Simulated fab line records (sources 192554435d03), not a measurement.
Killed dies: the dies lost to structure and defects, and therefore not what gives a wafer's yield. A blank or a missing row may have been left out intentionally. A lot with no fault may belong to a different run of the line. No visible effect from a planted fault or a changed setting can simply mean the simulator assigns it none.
What tool caused it? + flow n5 finfet + 14 lots with 42 wafers sampled at 3 steps, on a route of 1938 steps

## WHAT THE GAUGES SHOWED, per wafer
N5_BEOL_M9_CD_MEAS_11: target cd 64.1 nm. Usual: cd nm reads 64.1 nm (standard deviation 0.42).
| lot  | measured     | on        | cd nm (nm)     | flag |
|------|--------------|-----------|----------------|------|
| L834 | day 10 20:14 | cd sem-02 | 63.9 63.9 63.9 |      |
| L836 | day 11 10:14 | cd sem-02 | 63.7 63.7 63.6 |      |
| L835 | day 11 10:20 | cd sem-03 | 64.3 63.5 63.9 |      |
| L838 | day 12 06:59 | cd sem-01 | 64.9 64.9 64.7 |      |
| L841 | day 12 10:48 | cd sem-02 | 64.2 64.4 64.2 |      |
| L839 | day 12 10:50 | cd sem-01 | 64.2 64.2 65.0 |      |
| L843 | day 13 10:47 | cd sem-03 | 63.8 63.6 64.1 |      |
| L844 | day 13 20:31 | cd sem-02 | 64.2 64.4 64.5 |      |
| L846 | day 14 02:38 | cd sem-03 | 64.0 64.5 64.4 |      |
| L845 | day 14 02:52 | cd sem-01 | 63.6 64.3 63.9 |      |
| L849 | day 14 08:04 | cd sem-03 | 64.3 64.3 64.0 |      |
| L852 | day 15 08:41 | cd sem-02 | 64.4 64.2 64.8 |      |
| L854 | day 16 00:44 | cd sem-01 | 64.8 64.2 63.9 |      |
| L855 | day 16 19:46 | cd sem-01 | 64.2 64.3 63.8 |      |

N5_BEOL_M9_OVL_MEAS_12. Usual: M9_OVL -0.1 nm, standard deviation 0.69.
| lot  | measured     | on         | M9_OVL (nm)    | flag |
|------|--------------|------------|----------------|------|
| L834 | day 10 20:16 | overlay-01 | -0.5 0.0 -0.4  |      |
| L836 | day 11 10:17 | overlay-02 | 0.6 -0.7 0.9   |      |
| L835 | day 11 10:22 | overlay-01 | 0.3 -0.9 -0.1  |      |
| L838 | day 12 07:01 | overlay-01 | -0.2 -0.4 0.0  |      |
| L841 | day 12 10:50 | overlay-02 | 0.7 -0.3 -0.7  |      |
| L839 | day 12 10:52 | overlay-02 | -0.9 -1.3 -1.8 |      |
| L843 | day 13 10:49 | overlay-01 | 0.1 1.3 0.8    |      |
| L844 | day 13 20:32 | overlay-02 | 0.4 1.0 0.3    |      |
| L846 | day 14 02:40 | overlay-01 | 0.4 -1.0 -0.4  |      |
| L845 | day 14 02:53 | overlay-01 | 0.3 0.2 1.5    |      |
| L849 | day 14 08:05 | overlay-01 | 0.7 0.4 -0.2   |      |
| L852 | day 15 08:43 | overlay-01 | 0.4 0.3 1.1    |      |
| L854 | day 16 00:46 | overlay-01 | -1.0 -0.6 0.0  |      |
| L855 | day 16 19:47 | overlay-01 | -0.3 -0.1 -0.6 |      |

## EACH LOT AND THE TOOL THAT RAN IT (in order: tool; ch and the chambers of the sampled wafers; start)
| lot  | N5_BEOL_M9_PECVD_70             |
|------|---------------------------------|
| L834 | pecvd-02 ch 0,1,2, day 10 18:32 |
| L836 | pecvd-02 ch 1,2, day 11 07:46   |
| L835 | pecvd-03 ch 0,1, day 11 08:38   |
| L838 | pecvd-02 ch 0,1,2, day 12 06:26 |
| L841 | pecvd-02 ch 0,1, day 12 07:11   |
| L839 | pecvd-03 ch 0,1,2, day 12 07:25 |
| L843 | pecvd-04 ch 1,2, day 13 08:45   |
| L844 | pecvd-04 ch 0,1,2, day 13 17:50 |
| L846 | pecvd-02 ch 0,2, day 14 00:03   |
| L845 | pecvd-04 ch 0,2, day 14 00:18   |
| L849 | pecvd-04 ch 0,1, day 14 07:08   |
| L852 | pecvd-04 ch 0,1, day 15 07:41   |
| L854 | pecvd-04 ch 0,2, day 15 23:23   |
| L855 | pecvd-03 ch 1,2, day 16 17:47   |
- N5_BEOL_M9_PECVD_70: deposits SiO2 from TEOS/O2, target thk 20 nm, time 22.7 s.

## AS READ BY THE TOOLS THEMSELVES (means over the sampled wafers that have a number; for cases with no such wafer, the mark the record gives instead)
N5_BEOL_M9_PECVD_70. Usual: heater power w 693 W, standard deviation 68; showerhead plenum p Torr 8.77 Torr, standard deviation 0.048; throttle valve pct 22.4 %, standard deviation 0.76.
| lot  | tool     | heater power w (W) | showerhead plenum p Torr (Torr) | throttle valve pct (%) | flag |
|------|----------|--------------------|---------------------------------|------------------------|------|
| L834 | pecvd-02 | 687                | 8.80                            | 22.0                   |      |
| L836 | pecvd-02 | 643                | 8.76                            | 22.1                   |      |
| L835 | pecvd-03 | 738                | 8.76                            | 22.7                   |      |
| L838 | pecvd-02 | 686                | 8.79                            | 22.0                   |      |
| L841 | pecvd-02 | 725                | 8.82                            | 21.9                   |      |
| L839 | pecvd-03 | 644                | 8.71                            | 22.4                   |      |
| L843 | pecvd-04 | 762                | 8.74                            | 22.7                   |      |
| L844 | pecvd-04 | 703                | 8.79                            | 22.4                   |      |
| L846 | pecvd-02 | 732                | 8.77                            | 22.3                   |      |
| L845 | pecvd-04 | 704                | 8.77                            | 23.3                   |      |
| L849 | pecvd-04 | 671                | 8.79                            | 21.9                   |      |
| L852 | pecvd-04 | 638                | 8.82                            | 22.4                   |      |
| L854 | pecvd-04 | 702                | 8.77                            | 23.3                   |      |
| L855 | pecvd-03 | 703                | 8.71                            | 21.9                   |      |

## THE ANSWER, worked out from the rows above alone
Rule: take the mean of a lot's wafers that have a number; if it is more than 3 standard deviations from the usual mean, the lot is off. Also off: a lot with no number at a reading for which 4 or more lots have one. Where the step has rows for the other lots, those lots are counted as sound. The gauges are gone through in route order, then the tools' own readings, and for those a lot's mean is taken as printed above. At the first step where some lot is off, the reading lying furthest off is the one used; lots without a number count as furthest.
Across all readings shown, no lot is off: no conclusion can be drawn from this.

## WHAT WAS PUT IN BY THE SIMULATOR
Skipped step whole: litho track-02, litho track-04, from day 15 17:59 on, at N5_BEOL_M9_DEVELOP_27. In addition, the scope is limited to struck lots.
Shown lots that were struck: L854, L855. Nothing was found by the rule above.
